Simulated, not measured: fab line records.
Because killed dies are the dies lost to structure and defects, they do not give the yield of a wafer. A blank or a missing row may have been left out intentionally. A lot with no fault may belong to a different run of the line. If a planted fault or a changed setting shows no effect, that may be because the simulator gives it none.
Matching of chambers :: flow n5Finfet :: N5_MOL_CONTACT_COAG_ALD_131 on aldSin-04 has 3 sister chambers
The step deposits SiO2, target thk 5 nm, pulse time 1 s, co reactant pulse time 1 s. 6 wafers are shown with their chamber, then 8 later ones without.

WAFERS WITH THEIR CHAMBER
wafer: L082.2
chamber: 0
heaterPowerW (W): 74
precursorPulseHeightRel: 0.977

wafer: L082.5
chamber: 2
heaterPowerW (W): 68
precursorPulseHeightRel: 0.993

wafer: L087.3
chamber: 3
heaterPowerW (W): 78
precursorPulseHeightRel: 1.000

wafer: L087.4
chamber: 0
heaterPowerW (W): 74
precursorPulseHeightRel: 0.995

wafer: L087.6
chamber: 3
heaterPowerW (W): 79
precursorPulseHeightRel: 0.994

wafer: L088.1
chamber: 2
heaterPowerW (W): 71
precursorPulseHeightRel: 0.997

WAFERS WHOSE CHAMBER IS MISSING
wafer: L088.3
heaterPowerW (W): 73
precursorPulseHeightRel: 1.006

wafer: L088.4
heaterPowerW (W): 80
precursorPulseHeightRel: 0.983

wafer: L090.1
heaterPowerW (W): 75
precursorPulseHeightRel: 1.034

wafer: L090.2
heaterPowerW (W): 71
precursorPulseHeightRel: 0.986

wafer: L090.4
heaterPowerW (W): 75
precursorPulseHeightRel: 0.985

wafer: L094.1
heaterPowerW (W): 77
precursorPulseHeightRel: 1.013

wafer: L094.3
heaterPowerW (W): 76
precursorPulseHeightRel: 0.997

wafer: L094.5
heaterPowerW (W): 75
precursorPulseHeightRel: 0.997

EACH ONE'S CHAMBER
wafer: L088.3
from the rows above: can't be placed: 0 or 2 or 3
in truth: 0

wafer: L088.4
from the rows above: 3
in truth: 3

wafer: L090.1
from the rows above: can't be placed: 3 or 0 or 2
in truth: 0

wafer: L090.2
from the rows above: can't be placed: 2 or 0
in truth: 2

wafer: L090.4
from the rows above: 0
in truth: 0

wafer: L094.1
from the rows above: can't be placed: 3 or 0
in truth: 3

wafer: L094.3
from the rows above: can't be placed: 3 or 0
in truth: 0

wafer: L094.5
from the rows above: can't be placed: 0 or 3
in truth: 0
Placed correctly: 2 of 8. From these rows, 6 cannot be placed; in 6 the true chamber is one of the candidates. Wrongly placed: 0.
How it was worked out, from the rows above alone: a wafer's distance from a chamber is the root of the sum, over the readings, of the square of ((its reading less the chamber's mean) divided by the reading's scatter). If the next closest chamber is less than 2 further off than the closest, the wafer can't be placed; otherwise it belongs to the closest. Each chamber's mean is taken over the wafers shown for it. The scatter: the root of (the sum of the squares of (reading less its chamber's mean) over the shown wafers, divided by (wafers less chambers)).
